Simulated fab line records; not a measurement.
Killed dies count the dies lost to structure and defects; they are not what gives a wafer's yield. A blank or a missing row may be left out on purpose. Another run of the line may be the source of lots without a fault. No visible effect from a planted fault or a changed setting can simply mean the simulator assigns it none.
fab line records	flow n5-finfet
record lots=7	wafers=21
route steps=1938 shown BEOL_M2@843 BEOL_M3@934 BEOL_M4@1067 BEOL_M5@1140
start-h: the number of hours between the record's first day and the start of the first shown wafer of the lot	wait-h: hours from the lot's prior step to this one	" the same as in the row above	L1.1+2: one row covering several wafers at once	- no value, or no start was given	* or withheld: withheld	< > ~ a bound
route shown NAME@n: NAME is a module with steps in the file, n the number in the route of the first one	usual: mean/standard deviation of fault-free wafers	same: alike in all rows	chamber/n: place in a boat	sites: per-site readings	_std_site: how widely they spread, as a standard deviation	_edge_site: inner sites' mean taken away from outer sites' mean	radius-mm: how far each site lies from the wafer's centre	mask NAME#n: copy n	behind: tool/chamber where the wafer was last shaped	hold: why the lot went on hold/how many hours it stayed there/how the hold came to an end	device: names the non-switching transistor (n, p or np)	end of line: at the end of the route, the tests of the same wafers	a step with no rows: only its recipe	killed: count of dies lost to structure and defects at first sort (not the wafer's yield)	map: dies across one wafer; x = killed, . = not, _ = none there
set.NAME: the setting the step ran with; set.NAME@STEP: the setting that earlier step ran with	model.NAME: the simulator's own value behind a step, which no gauge read
lots where settings were altered on purpose, with a table for each step and a row for each wafer
## steps
# step N5_BEOL_M2_PECVD_72
# recipe material=SiO2	target-thk-a=160	temp-c=400	precursor=TEOS/O2	pressure-torr=5.5	rf-w=450	teos-flow-sccm=53.8	gas=O2	flow-sccm=3000	time-s=18
lot.wafer	tool	chamber	start-h	wait-h	set.temp-c	model.SiO2_of_BEOL_M2_PECVD_72.thk-nm
L076.1	pecvd-03	1	145.43	0.0	400	15.8
L076.3	"	0	"	"	385.3	17.4
L076.5	"	0	"	"	385.3	17.6
L077.1	pecvd-03	0	146.97	0.0	390.6	16.6
L077.2+6	"	1,2	"	"	400	15.8
L079.4+5+6	pecvd-03	2,0,1	168.68	0.1	400	15.8
L081.1	pecvd-03	0	172.52	0.0	415.5	13.8
L081.5	"	0	"	"	400	16
L081.6	"	2	"	"	400	15.8
L082.2	pecvd-03	1	185.08	0.0	400	15.8
L082.3+5	"	0,1	"	"	400	16
L087.1	pecvd-04	0	216.06	0.0	400	15.8
L087.2	"	2	"	"	400	16.2
L087.4	"	1	"	"	414.3	14.6
L086.1	pecvd-02	2	217.31	0.0	390.5	16.6
L086.2	"	0	"	"	400	15.6
L086.4	"	0	"	"	400	15.8
# step N5_BEOL_M2_HM_DEP_02
# recipe material=TiN	target-thk-a=200	temp-c=25	chamber-pressure-pa=0.49996
# step N5_BEOL_M2_COAT_61
# recipe resist=SOC	temp-c=250	time-s=60	spin-rpm=1500	resist-thk-nm=60
# step N5_BEOL_M2_STRIP_97
# recipe chemistry=N2/H2	time-s=10	power-w=450	temp-c=40	pressure-mtorr=20	rf-frequency-hz=6e+07	bias-power-w=7	n2-flow-sccm=200	h2-flow-sccm=200
# step N5_BEOL_M2_HM_STRIP_39
# recipe chemistry=peroxide-tin-strip	material=TiN	target-depth-a=250	temp-c=50	time-s=158
lot.wafer	tool	chamber	start-h	wait-h	set.temp-c@BEOL_M2_PECVD_72	model.SiO2_of_BEOL_M2_PECVD_72.thk-nm
L076.1	wet-bench-02	0	149.93	0.0	400	15.6
L076.3	"	6	"	"	385.3	17.2
L076.5	"	3	"	"	385.3	17.4
L077.1	wet-bench-06	5	149.96	0.0	390.6	16.6
L077.2+6	"	0,7	"	"	400	15.6
L079.4+6	wet-bench-06	2,1	176.48	0.0	400	15.6
L079.5	"	5	"	"	400	15.8
L081.1	wet-bench-04	7	189.67	0.0	415.5	13.6
L081.5	"	4	"	"	400	15.8
L081.6	"	1	"	"	400	15.6
L082.2	wet-bench-04	7	191.19	0.0	400	15.6
L082.3+5	"	6,4	"	"	400	16
L087.1	wet-bench-06	5	223.11	0.0	400	15.8
L087.2	"	6	"	"	400	16.2
L087.4	"	7	"	"	414.3	14.4
L086.1	wet-bench-02	7	226.60	0.0	390.5	16.4
L086.2	"	5	"	"	400	15.4
L086.4	"	0	"	"	400	15.6
# step N5_BEOL_M3_HM_DEP_02
# recipe material=TiN	target-thk-a=200	temp-c=25	chamber-pressure-pa=0.49996
lot.wafer	tool	chamber	start-h	wait-h	set.target-thk-a	model.TiN_of_BEOL_M3_HM_DEP_02.thk-nm
L077.1	pvd-sputter-03	-	154.61	0.3	200	19.6
L077.2	"	-	"	"	178.8	17.8
L077.6	"	-	"	"	178.8	17.6
L076.1	pvd-sputter-03	-	155.30	0.1	185.4	18.2
L076.3	"	-	"	"	185.4	18.4
L076.5	"	-	"	"	200	19.8
L079.4	pvd-sputter-02	-	184.22	1.4	200	19.8
L079.5	"	-	"	"	208.4	20.6
L079.6	"	-	"	"	208.4	20.8
L082.2+3+5	pvd-sputter-01	-	198.05	2.5	200	20
L081.1+5	pvd-sputter-03	-	201.20	0.0	200	19.6
L081.6	"	-	"	"	200	19.8
L087.1+4	pvd-sputter-02	-	229.42	1.6	200	20
L087.2	"	-	"	"	200	20.2
L086.1	pvd-sputter-01	-	232.90	1.9	180.8	18.4
L086.2	"	-	"	"	200	20
L086.4	"	-	"	"	180.8	18.2
# step N5_BEOL_M3_COAT_73
# recipe resist=underlayer	temp-c=205	time-s=60	spin-rpm=1500	resist-thk-nm=5
lot.wafer	tool	chamber	start-h	wait-h	set.temp-c
L077.1+2	litho-track-05	0	-	-	211.4
L077.6	"	0	"	"	205
L076.1+5	litho-track-02	0	-	-	205
L076.3	"	0	"	"	198.2
L079.4+6	litho-track-05	0	-	-	210.6
L079.5	"	0	"	"	205
L082.2+3+5	litho-track-05	0	-	-	205
L081.1+6	litho-track-05	0	-	-	196
L081.5	"	0	"	"	205
L087.1+2+4	litho-track-05	0	-	-	205
L086.1+2+4	litho-track-04	0	-	-	205
# step N5_BEOL_M3_COAT_05
# recipe resist=CAR-EUV	spin-rpm=1500	resist-thk-nm=30
# step N5_BEOL_M3_EBR_07
# recipe solvent=PGMEA	ebr-width-mm=1.5
# step N5_BEOL_M3_STRIP_75
# recipe chemistry=N2/H2	temp-c=40	n2-flow-sccm=200	h2-flow-sccm=200	rf-frequency-hz=6e+07
# step N5_BEOL_M3_STRIP_66
# recipe chemistry=CF4	resist=SiARC	power-w=300	bias-power-w=75	pressure-mtorr=50	cf4-flow-sccm=150	rf-frequency-hz=6e+07
# step N5_BEOL_M3_HM_OPEN_17
# recipe chemistry=Cl2/BCl3	target-depth-a=200	overetch-a=60	target=TiN	mask-material=SOC	ion-energy-ev=150	pressure-mtorr=10	icp-w=1000	bias-w=126	Cl2_flow_sccm=53.25	bcl3-flow-sccm=21.75	Ar_flow_sccm=25
lot.wafer	tool	chamber	start-h	wait-h	set.target-thk-a@BEOL_M3_HM_DEP_02	model.etch.depth-nm
L077.1	rie-metal-02	0	155.56	0.0	200	19.68
L077.2	"	1	"	"	178.8	17.75
L077.6	"	1	"	"	178.8	17.68
L076.1	rie-metal-02	0	156.06	0.0	185.4	18.26
L076.3	"	0	"	"	185.4	18.39
L076.5	"	0	"	"	200	19.82
L079.4	rie-metal-03	0	186.26	0.1	200	19.85
L079.5	"	1	"	"	208.4	20.7
L079.6	"	0	"	"	208.4	20.74
L082.2	rie-metal-01	1	198.93	0.0	200	19.99
L082.3	"	0	"	"	200	19.91
L082.5	"	1	"	"	200	19.98
L081.1	rie-metal-02	0	202.08	0.0	200	19.54
L081.5	"	0	"	"	200	19.67
L081.6	"	1	"	"	200	19.8
L087.1	rie-metal-02	1	230.31	0.0	200	19.9
L087.2	"	0	"	"	200	20.16
L087.4	"	1	"	"	200	19.91
L086.1	rie-metal-03	0	234.00	0.0	180.8	18.38
L086.2	"	1	"	"	200	20.07
L086.4	"	0	"	"	180.8	18.19
# step N5_BEOL_M3_TRENCH_ETCH_37
# recipe chemistry=C4F6/O2	target-depth-a=555.55	target=SiOC	time-s=29.2	ion-energy-ev=250	pressure-mtorr=30	source-w=355	bias-w=185	Ar_flow_sccm=300	C4F6_flow_sccm=10	O2_flow_sccm=10
# usual rf-vpp-V=668/11
lot.wafer	tool	chamber	start-h	wait-h	set.bias-w	set.target-thk-a@BEOL_M3_HM_DEP_02	rf-vpp-V	model.TiN_of_BEOL_M3_HM_DEP_02.thk-nm	model.BEOL_M3.feature-depth-nm	model.etch.depth-nm
L077.1	rie-diel-03	2	-	-	152.9	200	587	17.6	52.2	52.22
L077.2	"	1	"	"	185	178.8	662	15.4	55	55.08
L077.6	"	2	"	"	152.9	178.8	588	15.6	52	51.94
L076.1	rie-diel-03	2	-	-	209.7	185.4	754	15.8	57.6	57.62
L076.3	"	0	"	"	185	185.4	668	16	55.4	55.42
L076.5	"	1	"	"	209.7	200	730	17.4	57.6	57.7
L079.4	rie-diel-05	1	-	-	185	200	673	17.4	56.8	56.79
L079.5	"	0	"	"	185	208.4	655	18.4	55.2	55.11
L079.6	"	3	"	"	185	208.4	669	18.4	55.2	55.15
L082.2	rie-diel-04	0	-	-	185	200	678	17.6	55.2	55.15
L082.3	"	2	"	"	185	200	651	17.6	55	54.96
L082.5	"	0	"	"	185	200	679	17.6	55.2	55.23
L081.1	rie-diel-03	2	-	-	185	200	682	17.2	56.2	56.16
L081.5	"	3	"	"	185	200	656	17.4	56.6	56.56
L081.6	"	0	"	"	185	200	667	17.4	55.8	55.86
L087.1	rie-diel-03	1	-	-	185	200	661	17.6	54.6	54.62
L087.2	"	2	"	"	205.6	200	742	17.6	60.4	60.33
L087.4	"	3	"	"	185	200	656	17.6	55.8	55.79
L086.1	rie-diel-04	1	-	-	185	180.8	676	16	54.2	54.24
L086.2	"	3	"	"	185	200	679	17.8	55.2	55.12
L086.4	"	2	"	"	208.3	180.8	715	15.8	57.4	57.37
# step N5_BEOL_M3_ETCH_41
# recipe chemistry=CH3F/O2	target=SiCN	target-depth-a=299	taper-deg=2	time-s=52.5	ion-energy-ev=120	mask-material=TiN	pressure-mtorr=30	source-w=395	bias-w=75	Ar_flow_sccm=150	CH3F_flow_sccm=30	O2_flow_sccm=20
lot.wafer	tool	chamber	start-h	wait-h	set.target-depth-a	model.etch.depth-nm
L077.1	rie-diel-03	2	-	-	299	19.56
L077.2	"	1	"	"	299	19.65
L077.6	"	2	"	"	299	19.7
L076.1+3	rie-diel-03	2,0	-	-	275	18.31
L076.5	"	1	"	"	275	18.15
L079.4	rie-diel-05	1	-	-	328.1	22.29
L079.5	"	0	"	"	299	19.6
L079.6	"	3	"	"	328.1	21.84
L082.2	rie-diel-04	0	-	-	299	19.92
L082.3	"	2	"	"	299	19.9
L082.5	"	0	"	"	299	19.89
L081.1	rie-diel-03	2	-	-	299	19.87
L081.5	"	3	"	"	299	20.13
L081.6	"	0	"	"	280.5	18.63
L087.1	rie-diel-03	1	-	-	299	19.52
L087.2	"	2	"	"	299	20.92
L087.4	"	3	"	"	299	19.99
L086.1	rie-diel-04	1	-	-	299	19.37
L086.2+4	"	3,2	"	"	321.6	21.26
# step N5_BEOL_M3_STRIP_97
# recipe chemistry=N2/H2	time-s=10	power-w=450	temp-c=40	pressure-mtorr=20	rf-frequency-hz=6e+07	bias-power-w=7	n2-flow-sccm=200	h2-flow-sccm=200
# step N5_BEOL_M3_OCD_MEAS_38
# usual trench-depth-nm=55.4/0.91
lot.wafer	tool	chamber	start-h	wait-h	set.bias-w@BEOL_M3_TRENCH_ETCH_37	trench-depth-nm
L077.1	ocd-01	-	159.00	-	152.9	52.0
L077.2	"	-	"	"	185	54.8
L077.6	"	-	"	"	152.9	51.7
L076.1	ocd-02	-	164.84	-	209.7	57.8
L076.3	"	-	"	"	185	55.9
L076.5	"	-	"	"	209.7	57.5
L079.4	ocd-02	-	205.46	-	185	56.2
L079.5	"	-	"	"	185	55.0
L079.6	"	-	"	"	185	55.1
L082.2	ocd-01	-	208.82	-	185	55.5
L082.3	"	-	"	"	185	55.0
L082.5	"	-	"	"	185	55.1
L081.1	ocd-02	-	211.91	-	185	55.6
L081.5	"	-	"	"	185	56.8
L081.6	"	-	"	"	185	55.8
L087.1	ocd-01	-	239.87	-	185	54.5
L087.2	"	-	"	"	205.6	60.1
L087.4	"	-	"	"	185	55.9
L086.1	ocd-01	-	244.10	-	185	54.1
L086.2	"	-	"	"	185	55.4
L086.4	"	-	"	"	208.3	57.4
# step N5_BEOL_M4_VIA_ETCH_34
# recipe chemistry=C4F6/O2	target-depth-a=694	mask-material=SOC	pressure-mtorr=15	ion-energy-ev=250	taper-deg=4	time-s=65.9	source-w=350	bias-w=170	Ar_flow_sccm=300	C4F6_flow_sccm=10	O2_flow_sccm=10
lot.wafer	tool	chamber	start-h	wait-h	set.source-w	model.etch.depth-nm
L077.1	rie-diel-06	0	172.91	0.0	350	67.45
L077.2	"	3	"	"	350	67.82
L077.6	"	2	"	"	287.3	62.7
L076.1	rie-diel-06	3	176.69	0.0	331.6	66.97
L076.3	"	0	"	"	331.6	65.18
L076.5	"	0	"	"	350	66.56
L079.4	rie-diel-02	1	215.32	0.0	350	68.63
L079.5	"	2	"	"	350	68.24
L079.6	"	3	"	"	408.1	73.49
L082.2	rie-diel-06	0	219.92	0.0	350	66.08
L082.3	"	3	"	"	350	68.21
L082.5	"	0	"	"	350	66.37
L081.1	rie-diel-02	1	222.78	0.0	350	67.8
L081.5	"	2	"	"	404.7	72.12
L081.6	"	1	"	"	350	68.33
L087.1	rie-diel-06	0	250.55	0.0	311.5	63.65
L087.2	"	1	"	"	311.5	67.29
L087.4	"	2	"	"	350	68.27
L086.1	rie-diel-02	2	254.09	0.0	350	68.6
L086.2	"	0	"	"	350	68.84
L086.4	"	3	"	"	350	69.15
# step N5_BEOL_M4_TRENCH_ETCH_37
# recipe chemistry=C4F6/O2	target-depth-a=555.55	target=SiOC	time-s=29.2	ion-energy-ev=250	pressure-mtorr=30	source-w=355	bias-w=185	Ar_flow_sccm=300	C4F6_flow_sccm=10	O2_flow_sccm=10
# usual rf-vpp-V=667/14
lot.wafer	tool	chamber	start-h	wait-h	set.bias-w	rf-vpp-V	model.etch.depth-nm	model.BEOL_M4.feature-depth-nm
L077.1	rie-diel-06	0	-	-	185	653	53.07	53
L077.2	"	3	"	"	185	642	54.76	54.8
L077.6	"	2	"	"	185	669	54.33	54.4
L076.1	rie-diel-06	3	-	-	160.6	576	52.49	52.4
L076.3	"	0	"	"	160.6	584	51.51	51.6
L076.5	"	0	"	"	185	654	53.28	53.2
L079.4	rie-diel-02	1	-	-	174.2	624	53.82	53.8
L079.5	"	2	"	"	185	681	54.73	54.8
L079.6	"	3	"	"	185	685	55.33	55.4
L082.2	rie-diel-06	0	-	-	185	654	53.46	53.4
L082.3	"	3	"	"	185	643	54.53	54.6
L082.5	"	0	"	"	185	653	53.18	53.2
L081.1	rie-diel-02	1	-	-	164	596	52.97	53
L081.5	"	2	"	"	185	684	55.47	55.4
L081.6	"	1	"	"	185	655	55.92	56
L087.1	rie-diel-06	0	-	-	152.4	560	50.33	50.4
L087.2	"	1	"	"	185	676	56.77	56.8
L087.4	"	2	"	"	152.4	573	51.56	51.6
L086.1	rie-diel-02	2	-	-	185	682	55.22	55.2
L086.2	"	0	"	"	185	652	55.37	55.4
L086.4	"	3	"	"	185	686	55.81	55.8
# step N5_BEOL_M4_ETCH_41
# recipe chemistry=CH3F/O2	target=SiCN	target-depth-a=299	taper-deg=2	time-s=52.5	ion-energy-ev=120	mask-material=TiN	pressure-mtorr=30	source-w=395	bias-w=75	Ar_flow_sccm=150	CH3F_flow_sccm=30	O2_flow_sccm=20
# step N5_BEOL_M4_STRIP_97
# recipe chemistry=N2/H2	time-s=10	power-w=450	temp-c=40	pressure-mtorr=20	rf-frequency-hz=6e+07	bias-power-w=7	n2-flow-sccm=200	h2-flow-sccm=200
# step N5_BEOL_M4_OCD_MEAS_38
# usual trench-depth-nm=55.2/0.93
lot.wafer	tool	chamber	start-h	wait-h	set.bias-w@BEOL_M4_TRENCH_ETCH_37	trench-depth-nm
L077.1	ocd-02	-	173.16	-	185	52.9
L077.2	"	-	"	"	185	55.4
L077.6	"	-	"	"	185	54.5
L076.1	ocd-02	-	176.94	-	160.6	52.1
L076.3	"	-	"	"	160.6	51.6
L076.5	"	-	"	"	185	53.5
L079.4	ocd-02	-	215.57	-	174.2	54.2
L079.5	"	-	"	"	185	54.5
L079.6	"	-	"	"	185	55.6
L082.2	ocd-02	-	220.18	-	185	53.8
L082.3	"	-	"	"	185	54.1
L082.5	"	-	"	"	185	53.1
L081.1	ocd-02	-	223.04	-	164	53.0
L081.5	"	-	"	"	185	55.4
L081.6	"	-	"	"	185	55.4
L087.1	ocd-01	-	250.80	-	152.4	50.8
L087.2	"	-	"	"	185	57.0
L087.4	"	-	"	"	152.4	52.0
L086.1	ocd-02	-	254.34	-	185	55.2
L086.2	"	-	"	"	185	55.3
L086.4	"	-	"	"	185	55.4
# step N5_BEOL_M5_COAT_66
# recipe resist=SiARC	temp-c=220	time-s=60	spin-rpm=1500	resist-thk-nm=12
lot.wafer	tool	chamber	start-h	wait-h	set.spin-rpm	model.SiARC_of_BEOL_M5_COAT_66.thk-nm
L077.1	litho-track-03	0	-	-	1500	12
L077.2+6	"	0	"	"	1555	11.8
L076.1	litho-track-03	0	-	-	1587	11.6
L076.3+5	"	0	"	"	1500	12
L079.4	litho-track-05	0	-	-	1500	12
L079.5+6	"	0	"	"	1583	11.8
L082.2+3+5	litho-track-02	0	-	-	1500	12
L081.1+6	litho-track-03	0	-	-	1500	12
L081.5	"	0	"	"	1615	11.6
L087.1+2+4	litho-track-05	0	-	-	1500	12
L086.1	litho-track-03	0	-	-	1500	12
L086.2+4	"	0	"	"	1335	12.8
## key
split step=N5_BEOL_M2_PECVD_72	setting=temp-c	stated=400	by=wafer
response step=N5_BEOL_M2_PECVD_72	reading=model.SiO2_of_BEOL_M2_PECVD_72.thk-nm	change=-0.446	per=1%	r=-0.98
response step=N5_BEOL_M2_HM_STRIP_39	reading=model.SiO2_of_BEOL_M2_PECVD_72.thk-nm	change=-0.469	per=1%	r=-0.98
split step=N5_BEOL_M3_HM_DEP_02	setting=target-thk-a	stated=200	by=wafer
response step=N5_BEOL_M3_HM_DEP_02	reading=model.TiN_of_BEOL_M3_HM_DEP_02.thk-nm	change=+0.186	per=1%	r=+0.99
response step=N5_BEOL_M3_HM_OPEN_17	reading=model.etch.depth-nm	change=+0.191	per=1%	r=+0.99
response step=N5_BEOL_M3_TRENCH_ETCH_37	reading=model.TiN_of_BEOL_M3_HM_DEP_02.thk-nm	change=+0.202	per=1%	r=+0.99
split step=N5_BEOL_M3_COAT_73	setting=temp-c	stated=205	by=wafer
response none clear
split step=N5_BEOL_M3_TRENCH_ETCH_37	setting=bias-w	stated=185	by=wafer
response step=N5_BEOL_M3_TRENCH_ETCH_37	reading=rf-vpp-V	change=+4.85	per=1%	r=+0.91
response step=N5_BEOL_M3_TRENCH_ETCH_37	reading=model.BEOL_M3.feature-depth-nm	change=+0.225	per=1%	r=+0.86
response step=N5_BEOL_M3_TRENCH_ETCH_37	reading=model.etch.depth-nm	change=+0.227	per=1%	r=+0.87
response step=N5_BEOL_M3_OCD_MEAS_38	reading=trench-depth-nm	change=+0.214	per=1%	r=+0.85
split step=N5_BEOL_M3_ETCH_41	setting=target-depth-a	stated=299	by=wafer
response step=N5_BEOL_M3_ETCH_41	reading=model.etch.depth-nm	change=+0.246	per=1%	r=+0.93
split step=N5_BEOL_M4_VIA_ETCH_34	setting=source-w	stated=350	by=wafer
response step=N5_BEOL_M4_VIA_ETCH_34	reading=model.etch.depth-nm	change=+0.272	per=1%	r=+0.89
split step=N5_BEOL_M4_TRENCH_ETCH_37	setting=bias-w	stated=185	by=wafer
response step=N5_BEOL_M4_TRENCH_ETCH_37	reading=rf-vpp-V	change=+6.31	per=1%	r=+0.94
response step=N5_BEOL_M4_TRENCH_ETCH_37	reading=model.etch.depth-nm	change=+0.243	per=1%	r=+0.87
response step=N5_BEOL_M4_TRENCH_ETCH_37	reading=model.BEOL_M4.feature-depth-nm	change=+0.241	per=1%	r=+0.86
response step=N5_BEOL_M4_OCD_MEAS_38	reading=trench-depth-nm	change=+0.232	per=1%	r=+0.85
split step=N5_BEOL_M5_COAT_66	setting=spin-rpm	stated=1500	by=wafer
response step=N5_BEOL_M5_COAT_66	reading=model.SiARC_of_BEOL_M5_COAT_66.thk-nm	change=-0.0622	per=1%	r=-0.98
